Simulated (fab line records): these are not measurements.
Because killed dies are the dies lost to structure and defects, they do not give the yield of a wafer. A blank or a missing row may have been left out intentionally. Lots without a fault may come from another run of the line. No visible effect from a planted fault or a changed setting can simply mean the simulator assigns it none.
fab line records | flow n5_finfet
record: lots: 9 | wafers: 25 | last_day: 17
route steps=1938 shown SDB@375 HKMG_FIN@398 BEOL_M4@1111 PASSIVATION@1936
lots with no fault: from the same line, run without faults
start_h: start of the lot's first displayed wafer, in hours after the record's first day | wait_h: time in hours since the lot's previous step | " the same as in the row above | L1.1+2: several wafers, shown together as one row | - no value, or no start given | * or withheld: withheld | < > ~ a bound
route shown NAME@n: a module of which the file shows steps, and the number in the route of the first | usual: mean/standard deviation of fault-free wafers | same: alike in all rows | chamber/n: place in a boat | sites: each site's reading | _std_site: standard deviation across them | _edge_site: mean of outer sites minus mean of inner sites | radius_mm: for every site, how far away it sits from the centre of the wafer | mask NAME#n: copy n | behind: the most recent tool/chamber to have shaped the wafer | hold: cause of the lot's hold/its duration in hours/its outcome | device: names the non-switching transistor (n, p or np) | end of line: the same wafers' tests at the end of the route | step lacking rows: just its recipe | killed: count of dies lost to structure and defects at first sort (not the wafer's yield) | map: per-die view of a wafer (x killed, . not killed, _ where there is no die)
set.NAME: the setting the step ran with; set.NAME@STEP: the setting that earlier step ran with | model.NAME: the simulator's own value behind a step, which no gauge read
route steps across a sampled set of lots; one table per step, one row per wafer
services: from which hour (start_h, from the record's first day; less than 0 if before it) a tool's chamber was out of use, for how many hours, and why
== steps ==
step: N5_SDB_THK_MEAS_31
recipe: reads: a-Si_of_DUMMY_GATE_CVD_03
usual: SDB_THK: 63.5/1.3
lot.wafer | tool          | chamber | start_h | wait_h | SDB_THK[nm]
L467.3    | film_metro-02 | -       | 81.72   | -      | 62.7
L467.4    | "             | -       | "       | "      | 65.7
L467.6    | "             | -       | "       | "      | 62.7
L468.1    | film_metro-02 | -       | 82.52   | -      | 63.4
L468.2    | "             | -       | "       | "      | 63.9
L468.4    | "             | -       | "       | "      | 63.4
L469.1    | film_metro-02 | -       | 91.97   | -      | 62.8
L469.2    | "             | -       | "       | "      | 64.9
L469.5    | "             | -       | "       | "      | 63.7
L470.2    | film_metro-01 | -       | 94.11   | -      | 62.5
L470.3    | "             | -       | "       | "      | 61.7
L470.5    | "             | -       | "       | "      | 62.8
L472.1    | film_metro-02 | -       | 110.60  | -      | 60.0
L472.2    | "             | -       | "       | "      | 63.0
L472.4    | "             | -       | "       | "      | 64.3
L474.1    | film_metro-02 | -       | 120.90  | -      | 61.6
L474.2    | "             | -       | "       | "      | 64.9
L480.1    | film_metro-01 | -       | 156.64  | -      | 61.8
L480.3    | "             | -       | "       | "      | 64.6
L486.2    | film_metro-01 | -       | 193.78  | -      | 64.0
L486.4    | "             | -       | "       | "      | 65.0
L486.6    | "             | -       | "       | "      | 65.6
L489.2    | film_metro-01 | -       | 208.59  | -      | 62.4
L489.3    | "             | -       | "       | "      | 66.1
L489.4    | "             | -       | "       | "      | 64.0
step: N5_HKMG_FIN_CD_MEAS_49
recipe: target_cd_nm: 202 | landing_energy_ev: 500 | detector: se_inlens | polarity: opening
usual: cd_nm: 201.7/0.89
lot.wafer | tool      | chamber | start_h | wait_h | cd_nm
L467.3    | cd_sem-01 | 0       | 83.16   | -      | 202.3
L467.4    | "         | 0       | "       | "      | 203.5
L467.6    | "         | 0       | "       | "      | 201.4
L468.1    | cd_sem-02 | 0       | 83.97   | -      | 202.1
L468.2    | "         | 0       | "       | "      | 201.2
L468.4    | "         | 0       | "       | "      | 201.4
L469.1    | cd_sem-01 | 0       | 93.76   | -      | 202.8
L469.2    | "         | 0       | "       | "      | 200.7
L469.5    | "         | 0       | "       | "      | 202.5
L470.2    | cd_sem-02 | 0       | 95.56   | -      | 201.8
L470.3    | "         | 0       | "       | "      | 203.1
L470.5    | "         | 0       | "       | "      | 202.7
L472.1    | cd_sem-01 | 0       | 112.23  | -      | 201.5
L472.2    | "         | 0       | "       | "      | 201.1
L472.4    | "         | 0       | "       | "      | 200.0
L474.1    | cd_sem-01 | 0       | 122.33  | -      | 200.9
L474.2    | "         | 0       | "       | "      | 200.6
L480.1    | cd_sem-01 | 0       | 158.07  | -      | 201.2
L480.3    | "         | 0       | "       | "      | 202.8
L486.2    | cd_sem-03 | 0       | 195.51  | -      | 200.9
L486.4    | "         | 0       | "       | "      | 200.4
L486.6    | "         | 0       | "       | "      | 200.8
L489.2    | cd_sem-03 | 0       | 210.15  | -      | 201.4
L489.3    | "         | 0       | "       | "      | 201.5
L489.4    | "         | 0       | "       | "      | 201.1
step: N5_HKMG_FIN_ETCH_58
recipe: chemistry: N2/H2 | target: SOC | target_depth_a: 2158 | ion_energy_ev: 50 | bias_w: 13 | time_s: 741 | pressure_mtorr: 30 | source_w: 875 | n2_flow_sccm: 200 | h2_flow_sccm: 200
usual: drypump_motor_current_A: 5.7/0.45 | h2_flow_sccm: 199.9/0.59 | oes_product_au: 0.81/0.093 | rf_vpp_V: 99.3/1 | run_length_s: 764.5/0.36 | showerhead_plenum_p_Torr: 2.58/0.11 | throttle_valve_pct: 17.8/0.32
lot.wafer | tool        | chamber | start_h | wait_h | drypump_motor_current_A | h2_flow_sccm | oes_product_au | rf_hours_counter_h | rf_vpp_V | run_length_s | showerhead_plenum_p_Torr | throttle_valve_pct
L467.3    | rie_diel-03 | 3       | 83.54   | 0.0    | 5.6                     | 200.9        | 0.70           | 168                | 100.5    | 764.6        | 2.63                     | 18.1
L467.4    | "           | 0       | "       | "      | 6.3                     | 199.9        | 0.74           | 145                | 100.3    | 764.4        | 2.67                     | 18.2
L467.6    | "           | 2       | "       | "      | 6.0                     | 200.0        | 0.81           | -                  | 97.7     | 764.3        | 2.44                     | 17.6
L468.1    | rie_diel-03 | 1       | 84.36   | 0.0    | 5.2                     | 200.7        | 0.96           | 17                 | 99.3     | 764.5        | 2.69                     | 17.2
L468.2    | "           | 3       | "       | "      | 5.7                     | 198.7        | 0.70           | 169                | 98.3     | 764.6        | 2.63                     | 18.1
L468.4    | "           | 2       | "       | "      | 6.0                     | 199.5        | 0.81           | 112                | 99.1     | 764.1        | 2.44                     | 17.6
L469.1    | rie_diel-04 | 1       | 94.26   | 0.0    | 5.8                     | 199.3        | 0.99           | 3                  | 98.3     | 765.0        | 2.49                     | 17.6
L469.2    | "           | 3       | "       | "      | 5.0                     | 200.2        | 0.74           | 174                | 98.6     | 764.4        | 2.46                     | 18.0
L469.5    | "           | 0       | "       | "      | 5.5                     | 199.1        | 0.93           | -                  | 99.5     | 764.8        | 2.73                     | 17.8
L470.2    | rie_diel-04 | 3       | 95.95   | 0.0    | 5.0                     | 200.8        | 0.74           | 174                | 98.5     | 764.5        | 2.46                     | 18.0
L470.3    | "           | 1       | "       | "      | 5.8                     | 199.7        | 0.98           | 4                  | 99.5     | 765.7        | 2.49                     | 17.6
L470.5    | "           | 2       | "       | "      | 5.1                     | 200.4        | 0.90           | -                  | 100.5    | 764.9        | 2.68                     | 17.4
L472.1    | rie_diel-03 | 2       | 112.68  | 0.0    | 6.0                     | 201.2        | 0.81           | 121                | 96.7     | 764.1        | 2.44                     | 17.6
L472.2    | "           | 0       | "       | "      | 6.3                     | 200.3        | 0.73           | 155                | 100.6    | 764.5        | 2.66                     | 18.2
L472.4    | "           | 1       | "       | "      | 5.2                     | 200.2        | 0.93           | 27                 | 99.3     | 764.6        | 2.69                     | 17.3
L474.1    | rie_diel-04 | 1       | 122.86  | 0.0    | 5.9                     | 199.0        | 0.92           | 14                 | 98.0     | 764.9        | 2.49                     | 17.7
L474.2    | "           | 3       | "       | "      | 5.0                     | 201.0        | 0.72           | 185                | 99.0     | 494.7        | 2.45                     | 18.0
L480.1    | rie_diel-04 | 3       | 158.46  | 0.0    | 5.0                     | 200.4        | 0.72           | 197                | 97.5     | 764.5        | 2.45                     | 18.0
L480.3    | "           | 2       | "       | "      | 5.1                     | 199.2        | 0.85           | 57                 | 100.6    | 494.8        | 2.67                     | 17.4
L486.2    | rie_diel-03 | 2       | 196.15  | 0.0    | 6.0                     | 200.1        | 0.78           | 157                | 99.0     | 764.1        | 2.42                     | 17.7
L486.4    | "           | 0       | "       | "      | 6.3                     | 200.0        | 0.70           | -                  | 100.1    | 765.0        | 2.65                     | 18.2
L486.6    | "           | 1       | "       | "      | 5.2                     | 198.9        | 0.89           | -                  | 99.6     | 765.0        | 2.67                     | 17.3
L489.2    | rie_diel-03 | 1       | 211.13  | 0.0    | 5.2                     | 199.3        | 0.89           | 67                 | 97.8     | 764.4        | 2.67                     | 17.3
L489.3    | "           | 3       | "       | "      | 5.6                     | 199.6        | 0.67           | 217                | 100.7    | 764.6        | 2.61                     | 18.2
L489.4    | "           | 2       | "       | "      | 6.0                     | 199.6        | 0.77           | 165                | 97.0     | 764.3        | 2.42                     | 17.7
step: N5_HKMG_FIN_STRIP_93
recipe: chemistry: N2/H2 | material: SOC | time_s: 20 | power_w: 500 | temp_c: 40 | pressure_mtorr: 50 | rf_frequency_hz: 6e+07 | bias_power_w: 8 | h2_frac: 0.5 | n2_flow_sccm: 300 | h2_flow_sccm: 300
usual: drypump_motor_current_A: 5.7/0.45 | h2_flow_sccm: 300.0/0.9 | oes_product_au: 0.80/0.094 | rf_vpp_V: 54.2/0.96 | showerhead_plenum_p_Torr: 3.41/0.14 | throttle_valve_pct: 19.0/0.46
lot.wafer | tool        | chamber | start_h | wait_h | drypump_motor_current_A | h2_flow_sccm | oes_product_au | rf_hours_counter_h | rf_vpp_V | showerhead_plenum_p_Torr | throttle_valve_pct
L467.3    | rie_diel-03 | 3       | 83.97   | 0.2    | 5.7                     | 299.7        | 0.70           | 168                | 54.6     | 3.47                     | 19.3
L467.4    | "           | 0       | "       | "      | 6.3                     | 300.9        | 0.74           | 145                | 53.4     | 3.52                     | 19.5
L467.6    | "           | 2       | "       | "      | 6.0                     | 300.1        | 0.82           | -                  | 54.1     | 3.23                     | 18.5
L468.1    | rie_diel-03 | 1       | 84.79   | 0.2    | 5.2                     | 300.8        | 0.96           | 18                 | 54.8     | 3.55                     | 18.2
L468.2    | "           | 3       | "       | "      | 5.7                     | 298.7        | 0.70           | 169                | 53.7     | 3.47                     | 19.3
L468.4    | "           | 2       | "       | "      | 6.0                     | 298.2        | 0.82           | 112                | 53.5     | 3.23                     | 18.5
L469.1    | rie_diel-04 | 1       | 94.68   | 0.2    | 5.9                     | 300.4        | 0.99           | 3                  | 53.4     | 3.29                     | 19.2
L469.2    | "           | 3       | "       | "      | 5.1                     | 301.8        | 0.75           | 174                | 54.7     | 3.25                     | 19.2
L469.5    | "           | 0       | "       | "      | 5.6                     | 300.6        | 0.93           | -                  | 56.2     | 3.59                     | 19.3
L470.2    | rie_diel-04 | 3       | 96.37   | 0.2    | 5.0                     | 299.1        | 0.74           | 175                | 54.6     | 3.25                     | 19.2
L470.3    | "           | 1       | "       | "      | 5.9                     | 301.5        | 0.98           | 4                  | 52.8     | 3.29                     | 19.2
L470.5    | "           | 2       | "       | "      | 5.1                     | 299.8        | 0.88           | -                  | 53.9     | 3.53                     | 18.7
L472.1    | rie_diel-03 | 2       | 113.11  | 0.2    | 6.0                     | 301.1        | 0.81           | 122                | 53.6     | 3.22                     | 18.5
L472.2    | "           | 0       | "       | "      | 6.3                     | 299.7        | 0.73           | 156                | 55.1     | 3.51                     | 19.5
L472.4    | "           | 1       | "       | "      | 5.2                     | 300.5        | 0.93           | 28                 | 54.9     | 3.54                     | 18.2
L474.1    | rie_diel-04 | 1       | 123.28  | 0.2    | 5.9                     | 299.1        | 0.95           | 14                 | 54.3     | 3.29                     | 19.2
L474.2    | "           | 3       | "       | "      | 5.1                     | 300.0        | 0.73           | 185                | 53.5     | 3.24                     | 19.2
L480.1    | rie_diel-04 | 3       | 158.89  | 0.2    | 5.0                     | 299.9        | 0.73           | 197                | 53.3     | 3.24                     | 19.2
L480.3    | "           | 2       | "       | "      | 5.1                     | 300.0        | 0.86           | 58                 | 53.8     | 3.52                     | 18.7
L486.2    | rie_diel-03 | 2       | 196.58  | 0.2    | 6.0                     | 299.0        | 0.78           | 157                | 53.0     | 3.21                     | 18.6
L486.4    | "           | 0       | "       | "      | 6.3                     | 300.4        | 0.71           | -                  | 54.0     | 3.49                     | 19.6
L486.6    | "           | 1       | "       | "      | 5.2                     | 300.0        | 0.90           | -                  | 54.0     | 3.53                     | 18.2
L489.2    | rie_diel-03 | 1       | 211.55  | 0.2    | 5.2                     | 298.8        | 0.87           | 67                 | 56.1     | 3.52                     | 18.2
L489.3    | "           | 3       | "       | "      | 5.6                     | 300.6        | 0.67           | 217                | 54.0     | 3.44                     | 19.4
L489.4    | "           | 2       | "       | "      | 6.0                     | 299.3        | 0.77           | 166                | 54.1     | 3.20                     | 18.6
step: N5_BEOL_M4_RC_MEAS_101
usual: DIBL_N: 36.7/2.4 | DIBL_P: 37.4/2.9 | IOFF_N: 0.18/0.05 | IOFF_N_85C: 3.4/0.81 | IOFF_N_LIN: 0.080/0.018 | IOFF_N_LONG: 5.5e-05/3.2e-06 | IOFF_P: 0.23/0.058 | ION_N: 683/16 | ION_P: 467/11 | SS_N: 71.7/0.77 | SS_P: 73.5/0.87 | VT_N: 249/4.3 | VT_N_LONG: 274.9/1.9 | VT_P: -250/4.4 | VT_P_LVT: -98/3.7
lot.wafer | tool      | chamber | start_h | wait_h | DIBL_N[mV/V] | DIBL_P[mV/V] | IOFF_N[nA/um] | IOFF_N_85C[nA/um] | IOFF_N_LIN[nA/um] | IOFF_N_LONG[nA/um] | IOFF_P[nA/um] | ION_N[uA/um] | ION_P[uA/um] | SS_N[mV/dec] | SS_P[mV/dec] | VT_N[mV] | VT_N_LONG[mV] | VT_P[mV] | VT_P_LVT[mV]
L468.1    | prober-01 | 0       | 173.25  | 0.0    | 40.3         | 40.8         | 0.21          | 4.0               | 0.093             | 5.2e-05            | 0.26          | 705          | 477          | 72.5         | 74.6         | 248      | 275.9         | -248     | -98
L468.2    | "         | 0       | "       | "      | 39.0         | 38.0         | 0.17          | 3.4               | 0.077             | 5.2e-05            | 0.21          | 685          | 461          | 72.2         | 73.5         | 250      | 274.9         | -254     | -100
L468.4    | "         | 0       | "       | "      | 38.0         | 38.5         | 0.17          | 3.3               | 0.075             | 5e-05              | 0.23          | 665          | 456          | 71.6         | 73.4         | 250      | 272.6         | -252     | -100
L467.3    | prober-02 | 0       | 176.21  | 0.3    | 35.9         | 34.4         | 0.14          | 2.8               | 0.062             | 5.5e-05            | 0.17          | 669          | 455          | 71.1         | 72.3         | 254      | 274.1         | -253     | -101
L467.4    | "         | 0       | "       | "      | 35.8         | 36.3         | 0.16          | 3.1               | 0.076             | 5.5e-05            | 0.21          | 697          | 481          | 71.3         | 73.1         | 247      | 273.4         | -251     | -98
L467.6    | "         | 0       | "       | "      | 38.7         | 38.9         | 0.21          | 4.0               | 0.094             | 5.5e-05            | 0.25          | 704          | 479          | 71.7         | 74.3         | 247      | 273.9         | -248     | -96
L469.1    | prober-02 | 0       | 181.21  | 0.0    | 44.2         | 45.7         | 0.35          | 6.2               | 0.134             | 5.2e-05            | 0.40          | 696          | 473          | 73.9         | 76.2         | 242      | 277.3         | -242     | -93
L469.2    | "         | 0       | "       | "      | 35.3         | 36.6         | 0.15          | 3.0               | 0.071             | 5.1e-05            | 0.23          | 685          | 471          | 71.3         | 73.1         | 251      | 276.9         | -250     | -99
L469.5    | "         | 0       | "       | "      | 38.9         | 40.1         | 0.20          | 3.7               | 0.084             | 5.2e-05            | 0.28          | 669          | 463          | 72.6         | 73.9         | 247      | 278.3         | -247     | -98
L470.2    | prober-01 | 0       | 190.50  | 0.2    | 37.9         | 36.9         | 0.17          | 3.2               | 0.074             | 5.2e-05            | 0.20          | 657          | 450          | 72.0         | 73.5         | 251      | 274.1         | -251     | -101
L470.3    | "         | 0       | "       | "      | 33.1         | 32.0         | 0.11          | 2.3               | 0.055             | 5.3e-05            | 0.14          | 679          | 458          | 71.3         | 71.7         | 252      | 274.9         | -257     | -106
L470.5    | "         | 0       | "       | "      | 34.5         | 32.7         | 0.12          | 2.4               | 0.057             | 5.3e-05            | 0.14          | 660          | 447          | 70.7         | 72.0         | 257      | 275.7         | -256     | -104
L472.1    | prober-01 | 0       | 201.04  | 0.0    | 36.1         | 36.6         | 0.17          | 3.3               | 0.080             | 6.1e-05            | 0.26          | 687          | 481          | 71.3         | 73.1         | 246      | 273.6         | -246     | -93
L472.2    | "         | 0       | "       | "      | 37.2         | 36.7         | 0.17          | 3.4               | 0.079             | 6e-05              | 0.24          | 664          | 454          | 72.0         | 73.6         | 249      | 274.1         | -246     | -96
L472.4    | "         | 0       | "       | "      | 36.5         | 36.5         | 0.17          | 3.3               | 0.078             | 6.2e-05            | 0.24          | 688          | 474          | 71.9         | 73.3         | 249      | 273.0         | -248     | -95
L474.1    | prober-01 | 0       | 209.16  | 0.0    | 39.1         | 37.9         | 0.23          | 4.3               | 0.091             | 5.8e-05            | 0.31          | 676          | 473          | 73.1         | 73.8         | 245      | 273.7         | -244     | -94
L474.2    | "         | 0       | "       | "      | 35.8         | 35.5         | 20.35         | 185.8             | 9.214             | 0.006408           | 0.25          | 871          | 475          | 71.4         | 73.0         | 112      | 135.0         | -248     | -128
L480.1    | prober-02 | 0       | 251.41  | 0.0    | 40.2         | 40.8         | 0.23          | 4.2               | 0.100             | 6e-05              | 0.29          | 690          | 473          | 73.1         | 74.3         | 243      | 274.6         | -246     | -93
L480.3    | "         | 0       | "       | "      | 36.4         | 36.5         | 23.00         | 201.1             | 10.945            | 0.007666           | 0.22          | 886          | 476          | 71.3         | 72.9         | 106      | 131.7         | -249     | -129
L486.2    | prober-01 | 0       | 285.61  | 0.2    | 37.9         | 40.9         | 0.19          | 3.7               | 0.087             | 5.5e-05            | 0.23          | 669          | 459          | 72.2         | 73.8         | 248      | 273.0         | -251     | -98
L486.4    | "         | 0       | "       | "      | 34.5         | 35.3         | 0.13          | 2.6               | 0.063             | 5.7e-05            | 0.15          | 664          | 449          | 71.4         | 72.8         | 251      | 276.7         | -256     | -103
L486.6    | "         | 0       | "       | "      | 35.7         | 38.1         | 0.16          | 3.2               | 0.077             | 5.6e-05            | 0.19          | 666          | 449          | 71.5         | 73.4         | 247      | 273.8         | -254     | -100
L489.2    | prober-02 | 0       | 300.90  | 0.2    | 36.6         | 38.0         | 0.18          | 3.5               | 0.087             | 5.7e-05            | 0.20          | 698          | 473          | 71.7         | 73.0         | 247      | 273.0         | -252     | -97
L489.3    | "         | 0       | "       | "      | 37.9         | 38.7         | 0.18          | 3.5               | 0.085             | 5.6e-05            | 0.21          | 673          | 456          | 71.9         | 73.6         | 249      | 274.3         | -252     | -98
L489.4    | "         | 0       | "       | "      | 37.5         | 39.5         | 0.22          | 4.0               | 0.097             | 5.7e-05            | 0.24          | 697          | 466          | 72.2         | 73.6         | 243      | 273.3         | -249     | -94
step: N5_PASSIVATION_PROBE_49
usual: defect_limited_yield: 91.4/1.6 | killed_at_M0_to_M3: 31/11 | killed_at_M4_up: 14/5.7 | killed_at_contacts: 12/6 | killed_at_front_end: 41/13 | killed_at_other: 3.3/2.8 | killed_dies: 101/19 | killed_open: 67/14 | killed_short: 33/8.2 | sort_bin_4_leakage: 0.0/0.37 | sort_bin_5_function: 5.0/1.1 | sort_bin_6_memory: 3.3/0.74 | sort_n_pass: 1078/20 | sort_yield_pct: 91.3/1.7
same: gross_dies: 1180 | killed_at_back_side: 0 | sort_bin_8_speed[%]: 0
lot.wafer | tool      | chamber | start_h | wait_h | defect_limited_yield[%] | killed_at_M0_to_M3 | killed_at_M4_up | killed_at_contacts | killed_at_front_end | killed_at_other | killed_dies | killed_open | killed_short | sort_bin_4_leakage[%] | sort_bin_5_function[%] | sort_bin_6_memory[%] | sort_n_pass | sort_yield_pct[%]
L474.1    | prober-01 | -       | 307.68  | 0.0    | 90.5                    | 50                 | 13              | 23                 | 26                  | 0               | 112         | 80          | 32           | 0                     | 5.3                    | 4.2                  | 1068        | 90.5
L474.2    | prober-01 | -       | 307.73  | 0.1    | 86.9                    | 59                 | 17              | 25                 | 46                  | 7               | 154         | 104         | 43           | 86.9                  | 9.2                    | 3.5                  | 0           | 0
L480.1    | prober-02 | -       | 360.26  | 0.0    | 90.8                    | 39                 | 8               | 22                 | 35                  | 5               | 109         | 64          | 45           | 0                     | 5.7                    | 3.3                  | 1071        | 90.8
L480.3    | prober-02 | -       | 360.36  | 0.1    | 91.4                    | 22                 | 12              | 23                 | 36                  | 8               | 101         | 62          | 37           | 91.4                  | 4.8                    | 3.1                  | 0           | 0
killed by level:class
L474.1 MOL_CONTACT_COAG:geometric_particle:open=20 BEOL_M0_SAQP:geometric_particle:open=14 BEOL_M0_SAQP:geometric_particle:short=10 FIN_SAQP:geometric_particle:open=5 STI_FIN_REVEAL:geometric_particle:open=5 BEOL_M0:geometric_particle:open=5 BEOL_M2:geometric_particle:short=5 BEOL_M2:geometric_particle:open=5
L474.2 MOL_CONTACT_COAG:geometric_particle:open=21 BEOL_M2:geometric_particle:open=16 STI_FIN_REVEAL:geometric_particle:open=12 BEOL_M0:geometric_particle:open=9 BEOL_M0_SAQP:geometric_particle:open=8 BEOL_M1:geometric_particle:open=7 FIN_SAQP:geometric_particle:short=6 BEOL_M0_SAQP:geometric_particle:short=6
L480.1 MOL_CONTACT_COAG:geometric_particle:open=19 BEOL_M0_SAQP:geometric_particle:short=11 FIN_SAQP:geometric_particle:short=10 BEOL_M0_SAQP:geometric_particle:open=10 FIN_SAQP:geometric_particle:open=7 STI_FIN_REVEAL:geometric_particle:open=6 BEOL_M2:geometric_particle:open=6 BEOL_M1:geometric_particle:open=4
L480.3 MOL_CONTACT_COAG:geometric_particle:open=17 FIN_SAQP:geometric_particle:short=12 BEOL_M2:geometric_particle:open=6 MOL_CONTACT_COAG:geometric_particle:short=6 FIN_SAQP:geometric_particle:open=5 SPACER0:geometric_particle:short=5 MIM_TOP:geometric_particle:open=5 BEOL_M0_SAQP:geometric_particle:short=4
== services ==
tool        | chamber | start_h | hours | kind
rie_diel-04 | 1       | 71.81   | -     | clean
rie_diel-04 | 1       | 71.81   | -     | consumable_replace:focus_ring
rie_diel-04 | 1       | 71.81   | 14.5  | scheduled_down
rie_diel-04 | 1       | 71.81   | 14.5  | vent_cycle
rie_diel-03 | 0       | 159.33  | 1.3   | repair
rie_diel-04 | -       | 180.48  | 69.8  | repair
rie_diel-03 | 1       | 185.26  | 8.8   | repair
rie_diel-03 | 3       | 194.43  | 6.1   | repair
== key ==
first_sign: step: N5_HKMG_FIN_ETCH_58 | reading: run_length_s | direction: down | sigmas: 99+ | usual: * | struck: *
effect: step: N5_BEOL_M4_RC_MEAS_101 | reading: IOFF_N_LONG | direction: up | sigmas: 99+ | usual: 5.5e-05 | struck: 0.007037
effect: step: N5_BEOL_M4_RC_MEAS_101 | reading: IOFF_N_LIN | direction: up | sigmas: 99+ | usual: 0.080 | struck: 10.079
effect: step: N5_BEOL_M4_RC_MEAS_101 | reading: IOFF_N | direction: up | sigmas: 99+ | usual: 0.18 | struck: 21.67
effect: step: N5_BEOL_M4_RC_MEAS_101 | reading: IOFF_N_85C | direction: up | sigmas: 99+ | usual: 3.4 | struck: 193.4
effect: step: N5_BEOL_M4_RC_MEAS_101 | reading: VT_N_LONG | direction: down | sigmas: 73 | usual: 274.9 | struck: 133.4
effect: step: N5_BEOL_M4_RC_MEAS_101 | reading: VT_N | direction: down | sigmas: 33 | usual: 249 | struck: 109
effect: step: N5_BEOL_M4_RC_MEAS_101 | reading: ION_N | direction: up | sigmas: 12 | usual: 683 | struck: 878
effect: step: N5_BEOL_M4_RC_MEAS_101 | reading: VT_P_LVT | direction: down | sigmas: 8.1 | usual: -98 | struck: -128
effect: step: N5_PASSIVATION_PROBE_49 | reading: sort_bin_4_leakage | direction: up | sigmas: 99+ | usual: 0.0 | struck: 89.2
met_at N5_HKMG_FIN_ETCH_58
struck_lots L474,L480
struck_wafers L474.2,L480.3
not_acting_at N5_SDB_THK_MEAS_31,N5_HKMG_FIN_CD_MEAS_49,N5_HKMG_FIN_STRIP_93
onset_between 95.95 122.86
fault: kind: process_parameter_drift | tool: rie_diel-04 | chamber: - | onset_h: 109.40 | steps: N5_HKMG_FIN_ETCH_58 | channel: time_s | offset: * | shape: step | end_h: 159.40 | scope: struck_wafers_only | acts_in: * | stated: *
